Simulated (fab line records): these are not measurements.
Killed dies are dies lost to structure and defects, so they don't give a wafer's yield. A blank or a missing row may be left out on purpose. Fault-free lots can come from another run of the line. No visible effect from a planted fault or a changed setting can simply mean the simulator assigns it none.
fab line records | flow n5-finfet
record: lots: 9 | wafers: 27 | last-day: 18
route steps=1938 shown BEOL_M4@1111 BEOL_M10@1511 PASSIVATION@1936
lots that met no fault: from a run of the same line without faults
start-h: hours from the record's first day to the start of the lot's first wafer shown | wait-h: hours elapsed since this lot's preceding step | " identical to the entry in the row above | L1.1+2: a single row standing in for several wafers | - no value, or no start was given | * or withheld: withheld | < > ~ a bound
route shown NAME@n: a module of which the file shows steps, and the number in the route of the first | usual: the fault-free wafers' mean and standard deviation | same: alike in all rows | chamber/n: place in a boat | sites: each site's reading | _std_site: standard deviation of those values | _edge_site: outer sites' mean less inner sites' | radius-mm: for every site, how far away it sits from the centre of the wafer | mask NAME#n: copy n | behind: the last tool/chamber to shape the wafer | hold: what put the lot on hold/how long, in hours/how the hold closed | device: whichever transistor did not switch (one of n, p or np) | end of line: the same wafers' tests at the end of the route | for a step that has no rows: nothing shown but its recipe | killed: dies that structure and defects cost at the first sort, which is not the same as the wafer's yield | map: shows each die of a wafer: x if killed, . if not, _ if none is there
set.NAME: setting as actually run; set.NAME@STEP: the setting as run at that earlier step | model.NAME: the simulator's own value behind a step, which no gauge read
a sample of lots followed through the steps of the route, with each step as a table and each wafer as a row
services: a tool's chamber out of use, with start hour (start-h, from the record's first day; less than 0 if before it), hours out, and reason
== steps ==
step: N5_BEOL_M4_RC_MEAS_101
usual: DIBL_N: 36.0/2 | DIBL_P: 36.2/2.2 | IOFF_N: 0.16/0.034 | IOFF_P: 0.21/0.04 | ION_N: 675/12 | ION_P: 463/7.2 | SS_N: 71.6/0.6 | SS_P: 73.3/0.67 | VT_N: 250/3 | VT_P: -251/3.4
lot.wafer | tool      | chamber | start-h | wait-h | DIBL_N[mV/V] | DIBL_P[mV/V] | IOFF_N[nA/um] | IOFF_P[nA/um] | ION_N[uA/um] | ION_P[uA/um] | SS_N[mV/dec] | SS_P[mV/dec] | VT_N[mV] | VT_P[mV]
L779.3    | prober-02 | 0       | 188.79  | 0.3    | 33.9         | 35.7         | 0.13          | 0.18          | 667          | 460          | 71.1         | 73.1         | 251      | -252
L779.5    | "         | 0       | "       | "      | 35.8         | 37.6         | 0.15          | 0.19          | 680          | 460          | 71.4         | 73.6         | 248      | -253
L779.6    | "         | 0       | "       | "      | 33.0         | 34.6         | 0.11          | 0.16          | 648          | 445          | 71.1         | 72.9         | 255      | -255
L782.2    | prober-02 | 0       | 215.35  | 0.2    | 34.2         | 32.2         | 0.12          | 0.14          | 656          | 450          | 71.6         | 72.6         | 253      | -257
L782.3    | "         | 0       | "       | "      | 31.3         | 29.9         | 0.10          | 0.12          | 651          | 447          | 70.8         | 72.2         | 254      | -256
L782.6    | "         | 0       | "       | "      | 34.5         | 33.6         | 0.13          | 0.16          | 661          | 454          | 70.8         | 72.6         | 250      | -257
L783.1    | prober-02 | 0       | 217.79  | 0.0    | 35.0         | 36.6         | 0.15          | 0.19          | 669          | 457          | 71.6         | 72.8         | 250      | -255
L783.2    | "         | 0       | "       | "      | 35.8         | 36.6         | 0.16          | 0.18          | 675          | 455          | 72.2         | 73.2         | 249      | -254
L783.3    | "         | 0       | "       | "      | 33.0         | 33.8         | 0.13          | 0.15          | 671          | 454          | 70.9         | 72.9         | 252      | -257
L785.4    | prober-01 | 0       | 221.73  | 0.5    | 36.0         | 34.2         | 0.13          | 0.16          | 669          | 453          | 71.8         | 73.8         | 254      | -255
L785.5    | "         | 0       | "       | "      | 38.7         | 37.7         | 0.18          | 0.20          | 673          | 453          | 72.5         | 73.7         | 253      | -253
L785.6    | "         | 0       | "       | "      | 37.0         | 36.6         | 0.14          | 0.19          | 679          | 460          | 72.0         | 73.5         | 252      | -254
L786.3    | prober-01 | 0       | 227.74  | 0.3    | 34.5         | 35.0         | 0.14          | 0.21          | 673          | 467          | 70.8         | 72.9         | 249      | -248
L786.4    | "         | 0       | "       | "      | 34.3         | 34.6         | 0.13          | 0.20          | 668          | 465          | 70.4         | 72.5         | 252      | -251
L786.6    | "         | 0       | "       | "      | 34.4         | 34.0         | 0.13          | 0.18          | 670          | 460          | 71.1         | 72.6         | 252      | -251
L792.3    | prober-01 | 0       | 268.27  | 0.3    | 35.6         | 35.2         | 0.16          | 0.23          | 679          | 463          | 71.4         | 73.3         | 251      | -246
L792.4    | "         | 0       | "       | "      | 39.0         | 39.3         | 0.24          | 0.31          | 697          | 477          | 72.2         | 74.0         | 246      | -245
L792.6    | "         | 0       | "       | "      | 35.0         | 34.8         | 0.16          | 0.22          | 673          | 461          | 71.5         | 73.1         | 249      | -247
L793.2    | prober-01 | 0       | 269.60  | 0.2    | 37.9         | 38.1         | 0.19          | 0.26          | 691          | 474          | 72.3         | 73.6         | 248      | -245
L793.4    | "         | 0       | "       | "      | 37.9         | 37.8         | 0.19          | 0.26          | 697          | 472          | 72.0         | 73.1         | 245      | -245
L793.6    | "         | 0       | "       | "      | 36.9         | 36.9         | 0.17          | 0.23          | 681          | 464          | 71.6         | 73.2         | 248      | -249
L799.2    | prober-01 | 0       | 311.77  | 0.2    | 39.8         | 39.3         | 0.24          | 0.29          | 696          | 470          | 72.4         | 74.2         | 243      | -246
L799.4    | "         | 0       | "       | "      | 35.9         | 36.6         | 0.17          | 0.23          | 690          | 464          | 71.0         | 72.5         | 247      | -247
L799.6    | "         | 0       | "       | "      | 35.3         | 35.1         | 0.15          | 0.21          | 669          | 467          | 71.4         | 72.7         | 251      | -252
L795.1    | prober-01 | 0       | 312.55  | 0.7    | 33.4         | 32.6         | 0.12          | 0.18          | 668          | 465          | 70.8         | 72.4         | 254      | -252
L795.2    | "         | 0       | "       | "      | 39.1         | 40.0         | 0.22          | 0.32          | 695          | 480          | 72.0         | 74.7         | 245      | -243
L795.5    | "         | 0       | "       | "      | 38.7         | 39.9         | 0.21          | 0.30          | 685          | 468          | 72.5         | 74.8         | 247      | -247
step: N5_BEOL_M10_STRIP_36
recipe: chemistry: N2/H2 | power-w: 450 | temp-c: 40 | pressure-mtorr: 20 | rf-frequency-hz: 6e+07 | overash-fraction: 0.3 | bias-power-w: 7 | h2-frac: 0.5 | n2-flow-sccm: 200 | h2-flow-sccm: 200
usual: drypump-motor-current-A: 5.6/0.49 | oes-product-au: 0.77/0.054 | rf-vpp-V: 59.1/1.9 | showerhead-plenum-p-Torr: 2.51/0.08 | throttle-valve-pct: 23.7/0.34
lot.wafer | tool        | chamber | start-h | wait-h | drypump-motor-current-A | oes-product-au | rf-hours-counter-h | rf-vpp-V | showerhead-plenum-p-Torr | throttle-valve-pct
L779.3    | rie-diel-01 | 0       | 240.26  | 0.0    | 6.2                     | 0.80           | 89                 | 57.6     | 2.45                     | 23.4
L779.5    | "           | 3       | "       | "      | 6.1                     | 0.74           | -                  | 57.9     | 2.44                     | 23.5
L779.6    | "           | 0       | "       | "      | 6.3                     | 0.81           | -                  | 58.4     | 2.44                     | 23.4
L783.1    | rie-diel-02 | 0       | 271.04  | 0.0    | 5.2                     | 0.68           | 228                | 62.5     | 2.51                     | 23.9
L783.2    | "           | 3       | "       | "      | 5.9                     | 0.73           | 170                | 58.8     | 2.64                     | 23.4
L783.3    | "           | 2       | "       | "      | 5.7                     | 0.85           | 80                 | 62.9     | 2.48                     | 24.4
L785.4    | rie-diel-01 | 3       | 281.02  | 0.0    | 6.2                     | 0.74           | 152                | 58.1     | 2.43                     | 23.6
L785.5    | "           | 2       | "       | "      | 5.6                     | 0.74           | -                  | 59.5     | 2.55                     | 23.9
L785.6    | "           | 3       | "       | "      | 6.1                     | 0.76           | -                  | 59.3     | 2.43                     | 23.5
L786.3    | rie-diel-02 | 0       | 290.39  | 0.0    | 5.2                     | 0.66           | 231                | 60.2     | 2.50                     | 23.8
L786.4    | "           | 3       | "       | "      | 5.9                     | 0.73           | 173                | 56.5     | 2.64                     | 23.4
L786.6    | "           | 3       | "       | "      | 5.9                     | 0.73           | -                  | 59.9     | 2.64                     | 23.3
L782.2    | rie-diel-02 | 1       | 304.17  | 0.0    | 6.2                     | 0.74           | 184                | 59.2     | 2.40                     | 23.5
L782.3    | "           | 0       | "       | "      | 5.2                     | 0.67           | 237                | 57.7     | 2.50                     | 23.8
L782.6    | "           | 3       | "       | "      | 5.9                     | 0.71           | -                  | 62.0     | 2.64                     | 23.4
L792.3    | rie-diel-02 | 0       | 330.81  | 0.0    | 5.2                     | 0.67           | 245                | 59.3     | 2.50                     | 23.8
L792.4    | "           | 2       | "       | "      | 5.7                     | 0.83           | 97                 | 58.4     | 2.47                     | 24.4
L792.6    | "           | 2       | "       | "      | 5.7                     | 0.83           | -                  | 62.3     | 2.47                     | 24.4
L793.2    | rie-diel-01 | 3       | 342.60  | 0.0    | 6.2                     | 0.74           | 168                | 55.4     | 2.43                     | 23.5
L793.4    | "           | 0       | "       | "      | 6.3                     | 0.78           | 123                | 60.0     | 2.43                     | 23.4
L793.6    | "           | 3       | "       | "      | 6.1                     | 0.74           | -                  | 56.8     | 2.43                     | 23.5
L799.2    | rie-diel-01 | 3       | 373.33  | 0.0    | 6.2                     | 0.73           | 179                | 55.8     | 2.42                     | 23.6
L799.4    | "           | 2       | "       | "      | 5.6                     | 0.73           | 187                | 61.4     | 2.54                     | 24.0
L799.6    | "           | 0       | "       | "      | 6.2                     | 0.75           | -                  | 59.2     | 2.43                     | 23.5
L795.1    | rie-diel-04 | 1       | 376.51  | 0.0    | 5.3                     | 0.72           | 200                | 55.5     | 2.43                     | 24.3
L795.2    | "           | 2       | "       | "      | 4.7                     | 0.80           | 110                | 59.3     | 2.55                     | 23.4
L795.5    | "           | 3       | "       | "      | 5.5                     | 0.80           | -                  | 59.3     | 2.53                     | 23.4
step: N5_BEOL_M10_TRENCH_ETCH_37
recipe: chemistry: C4F6/O2 | target-depth-a: 1488.3 | target: SiCOH_lowk | time-s: 48 | ion-energy-ev: 250 | pressure-mtorr: 30 | source-w: 345 | bias-w: 185 | Ar_flow_sccm: 300 | C4F6_flow_sccm: 10 | O2_flow_sccm: 10
usual: C4F6_flow_sccm: 10.00/0.033 | O2_flow_sccm: 9.999/0.03 | drypump-motor-current-A: 5.6/0.49 | oes_ar_750_au: 0.77/0.053 | oes-product-au: 0.77/0.054 | rf-vpp-V: 667/13 | showerhead-plenum-p-Torr: 2.82/0.088 | throttle-valve-pct: 20.96/0.14
lot.wafer | tool        | chamber | start-h | wait-h | C4F6_flow_sccm | O2_flow_sccm | drypump-motor-current-A | oes_ar_750_au | oes-product-au | rf-hours-counter-h | rf-vpp-V | showerhead-plenum-p-Torr | throttle-valve-pct
L779.3    | rie-diel-01 | 0       | -       | -      | 10.05          | 10.025       | 6.2                     | 0.81          | 0.80           | 89                 | 644      | 2.76                     | 20.97
L779.5    | "           | 3       | "       | "      | 10.01          | 9.984        | 6.2                     | 0.75          | 0.75           | -                  | 681      | 2.75                     | 20.92
L779.6    | "           | 0       | "       | "      | 10.01          | 10.032       | 6.2                     | 0.83          | 0.82           | -                  | 644      | 2.76                     | 20.96
L783.1    | rie-diel-02 | 0       | -       | -      | 9.96           | 9.950        | 5.2                     | 0.68          | 0.68           | 228                | 664      | 2.83                     | 21.12
L783.2    | "           | 3       | "       | "      | 10.03          | 10.001       | 5.9                     | 0.74          | 0.73           | 170                | 681      | 2.96                     | 20.70
L783.3    | "           | 2       | "       | "      | 9.98           | 9.999        | 5.7                     | 0.83          | 0.82           | 80                 | 637      | 2.78                     | 21.17
L785.4    | rie-diel-01 | 3       | -       | -      | 10.01          | 10.017       | 6.2                     | 0.74          | 0.74           | 152                | 682      | 2.74                     | 20.96
L785.5    | "           | 2       | "       | "      | 10.03          | 10.060       | 5.6                     | 0.73          | 0.74           | -                  | 677      | 2.85                     | 20.95
L785.6    | "           | 3       | "       | "      | 9.99           | 10.034       | 6.2                     | 0.73          | 0.75           | -                  | 681      | 2.74                     | 20.96
L786.3    | rie-diel-02 | 0       | -       | -      | 9.95           | 9.946        | 5.2                     | 0.68          | 0.67           | 231                | 666      | 2.82                     | 21.13
L786.4    | "           | 3       | "       | "      | 9.94           | 10.010       | 5.9                     | 0.74          | 0.72           | 173                | 681      | 2.96                     | 20.72
L786.6    | "           | 3       | "       | "      | 9.92           | 9.994        | 5.9                     | 0.73          | 0.73           | -                  | 682      | 2.96                     | 20.71
L782.2    | rie-diel-02 | 1       | -       | -      | 9.97           | 10.014       | 6.1                     | 0.72          | 0.72           | 184                | 657      | 2.72                     | 21.10
L782.3    | "           | 0       | "       | "      | 9.98           | 9.978        | 5.2                     | 0.68          | 0.67           | 237                | 666      | 2.82                     | 21.14
L782.6    | "           | 3       | "       | "      | 10.04          | 9.972        | 5.9                     | 0.73          | 0.73           | -                  | 682      | 2.96                     | 20.71
L792.3    | rie-diel-02 | 0       | -       | -      | 10.01          | 10.072       | 5.3                     | 0.67          | 0.66           | 245                | 664      | 2.82                     | 21.13
L792.4    | "           | 2       | "       | "      | 9.93           | 9.981        | 5.7                     | 0.81          | 0.82           | 97                 | 638      | 2.77                     | 21.20
L792.6    | "           | 2       | "       | "      | 9.97           | 10.015       | 5.7                     | 0.81          | 0.83           | -                  | 638      | 2.77                     | 21.21
L793.2    | rie-diel-01 | 3       | -       | -      | 9.92           | 10.032       | 6.2                     | 0.72          | 0.74           | 168                | 681      | 2.74                     | 21.00
L793.4    | "           | 0       | "       | "      | 10.05          | 10.013       | 6.2                     | 0.78          | 0.78           | 123                | 644      | 2.75                     | 21.01
L793.6    | "           | 3       | "       | "      | 9.97           | 9.972        | 6.2                     | 0.73          | 0.73           | -                  | 682      | 2.74                     | 20.98
L799.2    | rie-diel-01 | 3       | -       | -      | 9.92           | 10.003       | 6.1                     | 0.72          | 0.72           | 179                | 679      | 2.73                     | 20.99
L799.4    | "           | 2       | "       | "      | 10.00          | 9.959        | 5.7                     | 0.70          | 0.71           | 187                | 678      | 2.83                     | 20.97
L799.6    | "           | 0       | "       | "      | 9.97           | 9.985        | 6.2                     | 0.78          | 0.76           | -                  | 644      | 2.74                     | 21.03
L795.1    | rie-diel-04 | 1       | -       | -      | 9.97           | 10.016       | 5.4                     | 0.72          | 0.71           | 200                | 658      | 2.71                     | 20.99
L795.2    | "           | 2       | "       | "      | 9.97           | 10.065       | 4.7                     | 0.80          | 0.80           | 110                | 673      | 2.86                     | 20.73
L795.5    | "           | 3       | "       | "      | 10.02          | 9.996        | 5.5                     | 0.78          | 0.78           | -                  | 674      | 2.89                     | 21.14
step: N5_BEOL_M10_ETCH_41
recipe: chemistry: CH3F/O2 | target: SiCN | target-depth-a: 426 | taper-deg: 2 | time-s: 86 | ion-energy-ev: 120 | mask-material: TiN | pressure-mtorr: 30 | source-w: 395 | bias-w: 75 | Ar_flow_sccm: 150 | CH3F_flow_sccm: 30 | O2_flow_sccm: 20
usual: CH3F_flow_sccm: 29.98/0.09 | O2_flow_sccm: 20.00/0.058 | drypump-motor-current-A: 5.6/0.49 | oes-product-au: 0.77/0.054 | rf-vpp-V: 296.9/1.5 | showerhead-plenum-p-Torr: 1.98/0.065 | throttle-valve-pct: 16.34/0.13
lot.wafer | tool        | chamber | start-h | wait-h | CH3F_flow_sccm | O2_flow_sccm | drypump-motor-current-A | oes-product-au | rf-hours-counter-h | rf-vpp-V | showerhead-plenum-p-Torr | throttle-valve-pct
L779.3    | rie-diel-01 | 0       | 240.34  | -      | 30.11          | 19.96        | 6.2                     | 0.80           | 89                 | 297.6    | 1.94                     | 16.34
L779.5    | "           | 3       | "       | "      | 29.98          | 19.96        | 6.2                     | 0.75           | -                  | 295.8    | 1.93                     | 16.32
L779.6    | "           | 0       | "       | "      | 29.96          | 20.05        | 6.2                     | 0.80           | -                  | 295.4    | 1.94                     | 16.35
L783.1    | rie-diel-02 | 0       | 271.12  | -      | -              | -            | -                       | -              | -                  | -        | -                        | -
L783.2    | "           | 3       | "       | "      | -              | -            | -                       | -              | -                  | -        | -                        | -
L783.3    | "           | 2       | "       | "      | -              | -            | -                       | -              | -                  | -        | -                        | -
L785.4    | rie-diel-01 | 3       | 281.10  | -      | -              | -            | -                       | -              | -                  | -        | -                        | -
L785.5    | "           | 2       | "       | "      | -              | -            | -                       | -              | -                  | -        | -                        | -
L785.6    | "           | 3       | "       | "      | -              | -            | -                       | -              | -                  | -        | -                        | -
L786.3    | rie-diel-02 | 0       | 290.47  | -      | 29.94          | 20.01        | 5.2                     | 0.67           | 231                | 298.1    | 1.98                     | 16.54
L786.4    | "           | 3       | "       | "      | 30.07          | 19.97        | 5.9                     | 0.73           | 173                | 298.9    | 2.08                     | 16.12
L786.6    | "           | 3       | "       | "      | 30.07          | 19.97        | 5.9                     | 0.73           | -                  | 299.6    | 2.08                     | 16.11
L782.2    | rie-diel-02 | 1       | 304.25  | -      | 29.99          | 20.02        | 6.1                     | 0.72           | 184                | 295.7    | 1.91                     | 16.51
L782.3    | "           | 0       | "       | "      | 30.04          | 19.96        | 5.2                     | 0.66           | 237                | 296.2    | 1.98                     | 16.55
L782.6    | "           | 3       | "       | "      | 29.94          | 19.95        | 5.9                     | 0.73           | -                  | 299.8    | 2.08                     | 16.14
L792.3    | rie-diel-02 | 0       | 330.89  | -      | 30.01          | 20.04        | 5.2                     | 0.66           | 245                | 297.1    | 1.98                     | 16.54
L792.4    | "           | 2       | "       | "      | 30.00          | 20.02        | 5.7                     | 0.81           | 97                 | 295.3    | 1.94                     | 16.49
L792.6    | "           | 2       | "       | "      | 30.08          | 20.06        | 5.7                     | 0.82           | -                  | 295.5    | 1.94                     | 16.50
L793.2    | rie-diel-01 | 3       | 342.68  | -      | 29.90          | 20.01        | 6.2                     | 0.73           | 168                | 296.1    | 1.92                     | 16.38
L793.4    | "           | 0       | "       | "      | 30.01          | 19.98        | 6.2                     | 0.78           | 123                | 294.5    | 1.93                     | 16.41
L793.6    | "           | 3       | "       | "      | 30.03          | 19.93        | 6.2                     | 0.73           | -                  | 294.7    | 1.92                     | 16.36
L799.2    | rie-diel-01 | 3       | 373.41  | -      | 29.96          | 20.05        | 6.2                     | 0.72           | 179                | 297.3    | 1.92                     | 16.41
L799.4    | "           | 2       | "       | "      | 29.98          | 20.03        | 5.6                     | 0.73           | 187                | 296.6    | 1.99                     | 16.41
L799.6    | "           | 0       | "       | "      | 30.16          | 20.03        | 6.3                     | 0.76           | -                  | 295.0    | 1.93                     | 16.44
L795.1    | rie-diel-04 | 1       | 376.59  | -      | 29.94          | 19.96        | 5.4                     | 0.71           | 200                | 295.6    | 1.90                     | 16.40
L795.2    | "           | 2       | "       | "      | 30.10          | 19.95        | 4.7                     | 0.79           | 110                | 297.5    | 2.01                     | 16.15
L795.5    | "           | 3       | "       | "      | 29.97          | 19.92        | 5.5                     | 0.77           | -                  | 297.2    | 2.03                     | 16.45
step: N5_BEOL_M10_SURFACE_TREAT_76
recipe: gas: Ar | time-s: * | ion-energy-ev: * | ion-current-ma-cm2: 0.5 | pressure-mtorr: * | ar-flow-sccm: 30
usual: throttle-valve-pct: *
lot.wafer | tool           | chamber | start-h | wait-h | throttle-valve-pct
L779.3    | pvd-sputter-03 | -       | 241.94  | 0.4    | *
L779.5    | "              | -       | "       | "      | *
L779.6    | "              | -       | "       | "      | *
L783.1    | pvd-sputter-03 | -       | 272.16  | 0.2    | *
L783.2    | "              | -       | "       | "      | *
L783.3    | "              | -       | "       | "      | *
L785.4    | pvd-sputter-03 | -       | 282.14  | 0.2    | *
L785.5    | "              | -       | "       | "      | *
L785.6    | "              | -       | "       | "      | *
L786.3    | pvd-sputter-02 | -       | 293.23  | 1.5    | *
L786.4    | "              | -       | "       | "      | *
L786.6    | "              | -       | "       | "      | *
L782.2    | pvd-sputter-01 | -       | 305.43  | 0.2    | *
L782.3    | "              | -       | "       | "      | *
L782.6    | "              | -       | "       | "      | *
L792.3    | pvd-sputter-03 | -       | 332.36  | 0.3    | *
L792.4    | "              | -       | "       | "      | *
L792.6    | "              | -       | "       | "      | *
L793.2    | pvd-sputter-02 | -       | 343.91  | 0.2    | *
L793.4    | "              | -       | "       | "      | *
L793.6    | "              | -       | "       | "      | *
L799.2    | pvd-sputter-03 | -       | 374.73  | 0.2    | *
L799.4    | "              | -       | "       | "      | *
L799.6    | "              | -       | "       | "      | *
L795.1    | pvd-sputter-03 | -       | 378.03  | 0.2    | *
L795.2    | "              | -       | "       | "      | *
L795.5    | "              | -       | "       | "      | *
step: N5_PASSIVATION_PROBE_49
usual: defect-limited-yield: 91.5/1.5 | killed_at_M0_to_M3: 33/10 | killed_at_M4_up: 15/6.4 | killed-at-contacts: 12/5.4 | killed-at-front-end: 38/9.8 | killed-at-other: 4/3.1 | killed-dies: 101/18 | killed-on-rim: 13/3.9 | killed-open: 67/14 | killed-short: 33/7.9 | sort_bin_5_function: 5.0/1 | sort_bin_6_memory: 3.2/0.67 | sort-n-pass: 1079/18 | sort-yield-pct: 91.5/1.5
same: gross-dies: 1180 | killed-at-back-side: 0 | sort_bin_4_leakage[%]: 0 | sort_bin_8_speed[%]: 0
lot.wafer | tool      | chamber | start-h | wait-h | defect-limited-yield[%] | killed_at_M0_to_M3 | killed_at_M4_up | killed-at-contacts | killed-at-front-end | killed-at-other | killed-dies | killed-on-rim | killed-open | killed-short | sort_bin_5_function[%] | sort_bin_6_memory[%] | sort-n-pass | sort-yield-pct[%]
L783.1    | prober-02 | -       | 337.80  | 0.0    | 0                       | 24                 | 1106            | 7                  | 37                  | 6               | 1180        | 152           | 57          | 29           | 97.5                   | 2.1                  | 0           | 0
L783.2    | prober-02 | -       | 337.85  | 0.1    | 0                       | 24                 | 1100            | 14                 | 39                  | 3               | 1180        | 152           | 81          | 29           | 96.4                   | 3.3                  | 0           | 0
L783.3    | prober-02 | -       | 337.90  | 0.1    | 0                       | 45                 | 1081            | 13                 | 38                  | 3               | 1180        | 152           | 93          | 33           | 95.8                   | 4.0                  | 0           | 0
L785.4    | prober-02 | -       | 349.04  | 0.2    | 0                       | 28                 | 1096            | 8                  | 41                  | 7               | 1180        | 152           | 67          | 36           | 96.9                   | 2.8                  | 0           | 0
L785.5    | prober-02 | -       | 349.09  | 0.2    | 0                       | 48                 | 1067            | 13                 | 45                  | 7               | 1180        | 152           | 71          | 49           | 95.3                   | 4.3                  | 0           | 0
L785.6    | prober-02 | -       | 349.14  | 0.3    | 0                       | 50                 | 1088            | 13                 | 25                  | 4               | 1180        | 152           | 58          | 39           | 96.2                   | 3.5                  | 0           | 0
killed by level:class
L783.1 BEOL_M10:area-etch=1093 STI_FIN_REVEAL:geometric-particle:open=13 BEOL_M4:geometric-particle:open=8 MOL_CONTACT_COAG:geometric-particle:open=7 BEOL_M0_SAQP:geometric-particle:short=6 BEOL_M3:geometric-particle:open=5 FIN_SAQP:geometric-particle:open=4 STARTING-WAFER:geometric-particle:open=4
L783.2 BEOL_M10:area-etch=1068 BEOL_M4:geometric-particle:open=21 MOL_CONTACT_COAG:geometric-particle:open=13 FIN_SAQP:geometric-particle:open=10 FIN_SAQP:geometric-particle:short=8 STI_FIN_REVEAL:geometric-particle:open=7 BEOL_M3:geometric-particle:open=5 STARTING-WAFER:geometric-particle:short=5
L783.3 BEOL_M10:area-etch=1052 BEOL_M3:geometric-particle:open=13 BEOL_M4:geometric-particle:open=12 MOL_CONTACT_COAG:geometric-particle:open=12 BEOL_M0_SAQP:geometric-particle:open=8 BEOL_M0_SAQP:geometric-particle:short=8 GATE_CUT:geometric-particle:short=6 FIN_SAQP:geometric-particle:short=5
L785.4 BEOL_M10:area-etch=1075 FIN_SAQP:geometric-particle:short=8 MOL_CONTACT_COAG:geometric-particle:open=7 BEOL_M0_SAQP:geometric-particle:short=7 BEOL_M0_SAQP:geometric-particle:open=7 BEOL_M2:geometric-particle:open=7 BEOL_M4:geometric-particle:open=7 FIN_SAQP:geometric-particle:open=6
L785.5 BEOL_M10:area-etch=1057 BEOL_M0_SAQP:geometric-particle:short=20 BEOL_M2:geometric-particle:open=12 FIN_SAQP:geometric-particle:open=11 FIN_SAQP:geometric-particle:short=10 MOL_CONTACT_COAG:geometric-particle:open=10 STI_FIN_REVEAL:geometric-particle:open=8 BEOL_M0_SAQP:geometric-particle:open=5
L785.6 BEOL_M10:area-etch=1083 BEOL_M0_SAQP:geometric-particle:open=15 BEOL_M0_SAQP:geometric-particle:short=12 BEOL_M2:geometric-particle:open=12 MOL_CONTACT_COAG:geometric-particle:short=7 MOL_CONTACT_COAG:geometric-particle:open=6 BEOL_M1:geometric-particle:open=4 GATE_CUT:geometric-particle:short=4
== services ==
tool           | chamber | start-h | hours | kind
rie-diel-02    | 2       | 220.41  | 6.5   | repair
rie-diel-04    | 1       | 221.06  | 3.8   | repair
rie-diel-01    | 2       | 231.74  | 9.0   | repair
pvd-sputter-01 | -       | 272.12  | 7.8   | repair
rie-diel-04    | 1       | 279.28  | 15.5  | repair
rie-diel-01    | 3       | 303.58  | 4.3   | repair
rie-diel-04    | 1       | 320.36  | 8.2   | repair
pvd-sputter-01 | -       | 353.12  | 1.8   | repair
rie-diel-02    | 0       | 353.56  | -     | clean
rie-diel-02    | 0       | 353.56  | -     | consumable-replace:focus-ring
rie-diel-02    | 0       | 353.56  | 21.8  | scheduled-down
rie-diel-02    | 0       | 353.56  | 21.8  | vent-cycle
rie-diel-04    | -       | 354.93  | 2.8   | pm
== key ==
first-sign: step: N5_BEOL_M10_ETCH_41 | reading: tool-record | direction: missing
effect: step: N5_PASSIVATION_PROBE_49 | reading: killed_at_M4_up | direction: up | sigmas: 99+ | usual: 15 | struck: 1090
more-kills-born-at: N5_BEOL_M10_ETCH_41@rie-diel-01: 3215 | N5_BEOL_M10_ETCH_41@rie-diel-02: 3213
met-at N5_BEOL_M10_ETCH_41
struck-lots L783,L785
later-rows-left-out L783.1,L783.2,L783.3,L785.4,L785.5,L785.6
not-acting-at N5_BEOL_M10_STRIP_36,N5_BEOL_M10_TRENCH_ETCH_37,N5_BEOL_M10_SURFACE_TREAT_76
onset-between 240.34 271.12
fault: kind: skipped-step-whole | tool: rie-diel-01,rie-diel-02 | chamber: - | onset-h: 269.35 | steps: N5_BEOL_M10_ETCH_41 | scope: struck-lots-only
later-rows-left-out: the simulator's readings of these wafers behind a module that went badly wrong aren't trusted and aren't shown, but for the sort
